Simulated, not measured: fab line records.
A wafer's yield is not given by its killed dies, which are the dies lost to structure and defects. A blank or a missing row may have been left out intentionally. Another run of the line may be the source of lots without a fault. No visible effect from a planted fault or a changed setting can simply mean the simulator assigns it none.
Which tool is to blame? -- flow n5 finfet -- 8 lots with 24 wafers sampled at 5 steps, on a route of 1938 steps

## WHAT EACH GAUGE READ, for each wafer
N5_BEOL_M0_OCD_MEAS_108.
lot,measured,on,trench depth nm (nm)
L218,day 6 06:23,ocd-02,32.6 32.1 33.3
L223,day 7 12:23,ocd-01,0 0 0
L224,day 7 17:43,ocd-02,0 0.0 0.1
L234,day 10 08:33,ocd-02,33.1 32.6 31.0
L235,day 10 10:08,ocd-02,31.5 33.0 32.5
L236,day 10 21:35,ocd-02,33.2 33.5 33.5
L237,day 11 03:45,ocd-02,33.8 33.4 32.8
L238,day 11 12:38,ocd-02,32.5 31.7 32.4

## WHICH TOOL RAN EACH LOT (tool, then ch and the chambers of the sampled wafers, then the start)
lot,N5_BEOL_M0_CUTY_DESCUM_61,N5_BEOL_M0_ETCH_138,N5_BEOL_M0_HM_OPEN_105,N5_BEOL_M0_ETCH_128
L218,"rie diel-05 ch 2,3, day 6 04:56","rie diel-05 ch 2,3, day 6 05:08","rie metal-03 ch 0, day 6 05:51","rie diel-06 ch 0,1,2, day 6 06:14"
L223,"rie diel-05 ch 0,1,3, day 7 11:24","rie diel-05 ch 0,1,3, day 7 11:37","rie metal-01 ch 0,1, day 7 11:42","rie diel-05 ch 1,2,3, day 7 12:15"
L224,"rie diel-05 ch 0,1,2, day 7 14:58","rie diel-05 ch 0,1,2, day 7 15:11","rie metal-01 ch 0,1, day 7 17:19","rie diel-04 ch 0,1, day 7 17:34"
L234,"rie diel-05 ch 0,2,3, day 10 07:40","rie diel-05 ch 0,2,3, day 10 07:52","rie metal-01 ch 0,1, day 10 08:05","rie diel-04 ch 1,2, day 10 08:24"
L235,"rie diel-05 ch 0,3, day 10 08:48","rie diel-05 ch 0,3, day 10 09:00","rie metal-03 ch 0,1, day 10 09:27","rie diel-04 ch 1,2, day 10 09:59"
L236,"rie diel-05 ch 0,1, day 10 19:17","rie diel-05 ch 0,1, day 10 19:30","rie metal-03 ch 0,1, day 10 21:07","rie diel-06 ch 1,2, day 10 21:26"
L237,"rie diel-04 ch 1,2,3, day 11 00:07","rie diel-04 ch 1,2,3, day 11 00:19","rie metal-03 ch 0,1, day 11 03:07","rie diel-04 ch 0,1,3, day 11 03:36"
L238,"rie diel-05 ch 1,2,3, day 11 06:50","rie diel-05 ch 1,2,3, day 11 07:02","rie metal-02 ch 0,1, day 11 11:30","rie diel-06 ch 1,3, day 11 12:29"
- N5_BEOL_M0_CUTY_DESCUM_61: chemistry O2, time 7.9 s.
- N5_BEOL_M0_ETCH_138: etches SiCN in CH3F/O2, target depth 12 nm, time 31.6 s.
- N5_BEOL_M0_HM_OPEN_105: chemistry Cl2/BCl3, target TiN, target depth 12 nm.
- N5_BEOL_M0_ETCH_128: etches SiCN in CF4/N2, target depth 12 nm, overetch 5.1 nm, time 21.4 s.

## THE ANSWER, worked out from the rows above alone
Rule: what is usual is taken from the lots themselves. The widest of any qualifying gaps counts: lots, ordered by their means at a reading, are off when they make up no more than a third of the lots, leave a main group of 4 or more, and stand apart from it by 3 or more times the standard deviation of that group's means. Not used: any main group whose means are identical at the precision the tables above print for the reading. A lot without any number at a reading at which 4 lots or more have one is off too. Where the step has rows for the other lots, those lots are counted as sound.
Off: L223, L224, at N5_BEOL_M0_OCD_MEAS_108 (trench depth nm). The main group: mean 32.7 nm, standard deviation 0.5.
A tool fits if, at a process step before that reading, it ran every lot that is off, and no sound lot after the first of them. The gauges at N5_BEOL_M0_OCD_MEAS_108 are tried like those tools. Not one of the candidates tried fits.

## WHAT WAS PUT IN BY THE SIMULATOR
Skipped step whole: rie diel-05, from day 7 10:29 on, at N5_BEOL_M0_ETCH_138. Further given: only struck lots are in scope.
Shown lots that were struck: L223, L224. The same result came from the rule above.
